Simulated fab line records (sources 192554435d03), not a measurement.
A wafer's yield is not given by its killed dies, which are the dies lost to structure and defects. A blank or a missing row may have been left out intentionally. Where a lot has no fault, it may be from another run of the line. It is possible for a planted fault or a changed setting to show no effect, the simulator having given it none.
One fault through the eyes of 2 desks || flow n5Finfet || what lay behind the numbers comes last; until then each desk has only its own

## DESK OF THE TOOL OWNER: pvdSputter-01
The tool's own readings at N5_BEOL_M15_SPUTTER_45 (material Cu, target thk 100 nm, time 16.67 s): means of the sampled wafers that have a number, for each lot that ran on this tool. If a lot's mean is further than 4 standard deviations from the usual mean, the lot is out of limits and carries the mark OUT (the distance appears in the brackets).
Columns: A = cathodeDcPowerW at N5_BEOL_M15_SPUTTER_45, usual 25999 W; B = throttleValvePct at N5_BEOL_M15_SPUTTER_45, usual 29.8 %
{"lot": "L928", "first seen here": "day 12 07:34", "A": 26000, "B": 29.1}
{"lot": "L930", "first seen here": "day 13 06:04", "A": 25997, "B": 29.7}
{"lot": "L934", "first seen here": "day 14 04:21", "A": 26002, "B": 29.0}
{"lot": "L937", "first seen here": "day 14 22:28", "A": 25996, "B": 29.0}
{"lot": "L944", "first seen here": "day 16 19:05", "A": "25645 (-74) OUT", "B": 29.5}
This desk finds L944 out of limits, L944 being first, at day 16 19:05 (cathodeDcPowerW at N5_BEOL_M15_SPUTTER_45). In limits: L928, L930, L934, L937.

## FROM THE METROLOGY DESK
What the gauges read, lot by lot, whatever tool the lot ran on: means of the sampled wafers that have a number. If a lot's mean is further than 4 standard deviations from the usual mean, the lot is out of limits and carries the mark OUT (the distance appears in the brackets).
Columns: A = cdNm at N5_BEOL_M15_CD_MEAS_28, usual 409.5 nm
{"lot": "L928", "first seen here": "day 12 06:28", "A": 407.1}
{"lot": "L927", "first seen here": "day 12 09:02", "A": 407.9}
{"lot": "L931", "first seen here": "day 12 22:16", "A": 407.4}
{"lot": "L930", "first seen here": "day 12 23:36", "A": 407.7}
{"lot": "L933", "first seen here": "day 13 14:51", "A": 409.3}
{"lot": "L934", "first seen here": "day 14 00:17", "A": 407.6}
{"lot": "L935", "first seen here": "day 14 08:50", "A": 409.1}
{"lot": "L937", "first seen here": "day 14 09:13", "A": 408.7}
{"lot": "L944", "first seen here": "day 16 16:57", "A": 409.6}
{"lot": "L947", "first seen here": "day 17 13:47", "A": 411.3}
{"lot": "L948", "first seen here": "day 17 17:49", "A": 410.9}
This desk's finding: nothing out of limits on any of the 11 lots.

## TAKEN TOGETHER
At day 16 19:05, on L944, the tool owner's desk was in a position to raise an alarm.
Nothing out of limits was seen by the metrology desk.
The metrology desk holds a record of L944, inside its limits.
Every lot named ran N5_BEOL_M15_SPUTTER_45 on pvdSputter-01.

## WHAT THE SIMULATOR PUT IN
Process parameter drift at N5_BEOL_M15_SPUTTER_45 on pvdSputter-01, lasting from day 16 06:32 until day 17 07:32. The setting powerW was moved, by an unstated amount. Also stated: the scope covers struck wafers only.
Shown lots that were struck: L944.
Time in hours from fault onset to the first out-of-limits reading at each desk: the tool owner's desk, 13.
